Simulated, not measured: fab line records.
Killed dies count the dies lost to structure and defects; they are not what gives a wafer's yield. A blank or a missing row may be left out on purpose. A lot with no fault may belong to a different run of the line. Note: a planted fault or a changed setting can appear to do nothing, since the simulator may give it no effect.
Which tool did it? | flow n5-finfet | 24 wafers sampled from 8 lots at 1 step of a route of 1938

## WHAT EACH GAUGE READ, for each wafer
N5_BEOL_M4_RC_MEAS_101.
lot  | measured     | on        | DIBL_N (mV/V)  | DIBL_P (mV/V)  | IOFF_N (nA/um)    | IOFF_P (nA/um)    | ION_N (uA/um) | ION_P (uA/um) | SS_N (mV/dec)  | SS_P (mV/dec)  | VT_N (mV)         | VT_P (mV)
L290 | day 8 14:11  | prober-02 | 35.7 34.9 34.4 | 34.7 33.4 33.8 | 0.146 0.125 0.125 | 0.190 0.172 0.180 | 672 666 667   | 463 457 464   | 71.5 70.9 71.1 | 72.8 72.9 72.9 | 252.3 252.6 252.0 | -249.1 -253.1 -251.7
L292 | day 9 04:35  | prober-02 | 37.6 36.4 37.9 | 36.7 36.1 37.3 | 0.184 0.168 0.192 | 0.262 0.241 0.272 | 682 686 678   | 471 468 465   | 71.5 71.5 71.8 | 73.2 73.4 73.4 | 245.7 247.2 248.0 | -246.9 -244.0 -243.8
L300 | day 11 01:43 | prober-02 | 38.5 38.4 36.0 | 37.1 37.0 35.3 | 0.182 0.186 0.138 | 0.229 0.229 0.193 | 678 671 658   | 466 459 455   | 72.4 72.5 71.4 | 73.8 73.3 73.3 | 249.7 249.1 255.3 | -249.3 -247.8 -251.9
L299 | day 11 06:47 | prober-02 | 36.9 35.8 36.5 | 36.3 35.2 35.7 | 0.165 0.153 0.152 | 0.255 0.231 0.236 | 678 678 671   | 471 470 467   | 71.0 71.1 71.5 | 72.7 72.7 73.2 | 247.4 244.7 248.8 | -244.3 -244.4 -244.2
L301 | day 11 15:14 | prober-02 | 36.4 37.0 35.9 | 35.7 36.8 36.1 | 0.165 0.178 0.161 | 0.181 0.193 0.187 | 666 674 671   | 457 456 455   | 72.0 71.8 70.9 | 73.6 74.2 73.5 | 247.4 249.3 249.5 | -253.8 -253.1 -253.2
L307 | day 12 14:43 | prober-02 | 36.8 38.2 37.9 | 37.2 37.8 37.5 | 0.177 0.200 0.186 | 0.220 0.232 0.225 | 679 688 680   | 460 462 467   | 72.2 71.8 72.0 | 73.3 73.2 72.1 | 249.4 247.3 247.4 | -250.5 -247.2 -249.5
L309 | day 13 06:17 | prober-01 | 35.6 36.1 36.0 | 36.5 37.8 37.2 | 0.161 0.182 0.166 | 0.215 0.238 0.222 | 666 681 677   | 461 461 462   | 71.9 71.8 72.7 | 73.0 73.9 73.7 | 249.0 246.7 248.1 | -250.2 -247.1 -251.9
L310 | day 13 22:22 | prober-01 | 37.1 36.0 35.0 | 36.4 35.6 34.3 | 0.166 0.143 0.132 | 0.217 0.202 0.178 | 679 674 662   | 465 463 457   | 71.8 71.9 71.6 | 73.3 73.1 73.4 | 250.1 250.6 251.1 | -246.2 -248.4 -248.6

## TOOL THAT RAN EACH LOT (tool first, then ch and the chambers of the sampled wafers, then the start)
No process step before these readings appears in the record.

## WHAT THE TOOLS THEMSELVES READ (means of the sampled wafers that have a number; where no wafer has one, the mark that the record gives instead)
The record holds no such reading with a usual standard deviation.

## THE ANSWER, worked out from the rows above alone
Rule: usual is defined by the lots themselves. The widest of any qualifying gaps counts: lots, ordered by their means at a reading, are off when they make up no more than a third of the lots, leave a main group of 4 or more, and stand apart from it by 3 or more times the standard deviation of that group's means. A main group whose means are all the same, to the digits that the tables above print for the reading, isn't used. Also off: a lot with no number at a reading for which 4 or more lots have one. All remaining lots with rows at the step are treated as sound. The gauges are gone through in route order, then the tools' own readings, and for those a lot's mean is taken as printed above. At the first step where some lot is off, the reading lying furthest off is the one used; lots without a number count as furthest.
No lot is off at any reading shown: from this, nothing can be told.

## WHAT WAS PUT IN BY THE SIMULATOR
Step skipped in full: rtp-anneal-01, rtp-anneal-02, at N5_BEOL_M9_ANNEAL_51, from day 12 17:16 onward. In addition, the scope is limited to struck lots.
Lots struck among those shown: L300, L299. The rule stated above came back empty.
